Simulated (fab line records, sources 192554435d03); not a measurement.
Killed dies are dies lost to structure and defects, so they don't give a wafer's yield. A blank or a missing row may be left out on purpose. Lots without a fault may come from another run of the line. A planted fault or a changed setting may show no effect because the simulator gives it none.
Split-lot experiment | flow n5_finfet | 7 lots, 21 wafers read, on a route of 1938 steps

THE SPLIT
At N5_BEOL_M2_EXPOSE_08 (exposes mask M2), the setting dose_mj was moved away from the recipe's 41.25 on 7 of the 21 wafers read, by -6.9% to +2.0%. The other wafers ran this setting at the recipe's value.

FROM THE SPLIT TO THE READING: what the file shows between them, 2 steps
- N5_BEOL_M2_PEB_09: peb time 60 s
- N5_BEOL_M2_DEVELOP_10: develop time 30 s

THE READING
cd_nm, in nm, at N5_BEOL_M2_CD_MEAS_11 (target cd 16.79 nm). Fault-free wafers of this fab line usually give 16.86 nm, standard deviation 0.25 nm.

wafer  | tool, chamber at the split | dose_mj as run | against the recipe | cd_nm, nm | against lot-mates on the recipe
L077.2 | euv_scanner-02, 0          | 41.25          | recipe             | 17.16     | -
L077.3 | euv_scanner-02, 0          | 41.25          | recipe             | 17.25     | -
L077.4 | euv_scanner-02, 0          | 41.25          | recipe             | 16.98     | -
L080.2 | euv_scanner-01, 0          | 41.25          | recipe             | 16.95     | -
L080.4 | euv_scanner-01, 0          | 39.11          | -5.2%              | 15.79     | -1.16
L080.5 | euv_scanner-01, 0          | 39.11          | -5.2%              | 15.92     | -1.03
L085.2 | euv_scanner-02, 0          | 41.25          | recipe             | 16.98     | -
L085.4 | euv_scanner-02, 0          | 41.25          | recipe             | 17.18     | -
L085.5 | euv_scanner-02, 0          | 41.25          | recipe             | 16.92     | -
L084.1 | euv_scanner-01, 0          | 42.06          | +2.0%              | 17.06     | -0.03
L084.2 | euv_scanner-01, 0          | 41.25          | recipe             | 17.09     | -
L084.4 | euv_scanner-01, 0          | 42.06          | +2.0%              | 17.31     | +0.22
L087.2 | euv_scanner-02, 0          | 39.03          | -5.4%              | 15.84     | -0.82
L087.3 | euv_scanner-02, 0          | 41.25          | recipe             | 16.66     | -
L087.5 | euv_scanner-02, 0          | 39.03          | -5.4%              | 15.84     | -0.82
L091.1 | euv_scanner-01, 0          | 41.25          | recipe             | 16.21     | -
L091.4 | euv_scanner-01, 0          | 38.41          | -6.9%              | 15.51     | -0.81
L091.6 | euv_scanner-01, 0          | 41.25          | recipe             | 16.42     | -
L090.2 | euv_scanner-02, 0          | 41.25          | recipe             | 16.86     | -
L090.3 | euv_scanner-02, 0          | 41.25          | recipe             | 16.89     | -
L090.5 | euv_scanner-02, 0          | 41.25          | recipe             | 16.55     | -

THE FIT
A straight line over all 21 wafers: cd_nm changes by +0.191 nm for each +1% of dose_mj; r = +0.90; the points scatter about the line by 0.26 nm.
The same after taking each lot's own level away (the mean of its wafers on the recipe; 21 wafers): +0.151 nm for each +1%; r = +0.93; scatter 0.16 nm.
On that fit, the largest move of dose_mj shifts the reading by 1 nm.
The lots' own levels span 16.315 to 17.130 nm, that is 3.3 times the standard deviation above.
So the lot-to-lot level changes the slope: the two fits differ.
Check: with one of the wafers moved furthest among these (-6.9%) left out of the fit, the line predicts -1.19 nm for it against its lot-mates. It came out at -0.805 nm against them.

OTHER SPLITS ON THESE WAFERS
These wafers also went through other splits before the reading. Each is held against what the fit with the lots' levels taken away leaves over:
other split on the same wafers            | wafers away from the commonest value | r with cd_nm (lot level and that fit taken away)
N5_MOL_CONTACT_COAG_ETCH_110 bias_w       | 7                                    | -0.01
N5_MOL_CONTACT_COAG_COAT_64 spin_rpm      | 12                                   | +0.14
N5_MOL_CONTACT_COAG_COAT_34 spin_rpm      | 9                                    | -0.37
N5_BEOL_M0_SAQP_SPACER1_ALD_98 ald_cycles | 4                                    | +0.10
N5_BEOL_M0_ETCH_138 bias_w                | 4                                    | -0.16
N5_BEOL_M0_ETCH_109 bias_w                | 3                                    | -0.14

THE FILE'S OWN FIT
cd_nm changes by +0.148 nm for each +1% of dose_mj, r = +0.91.
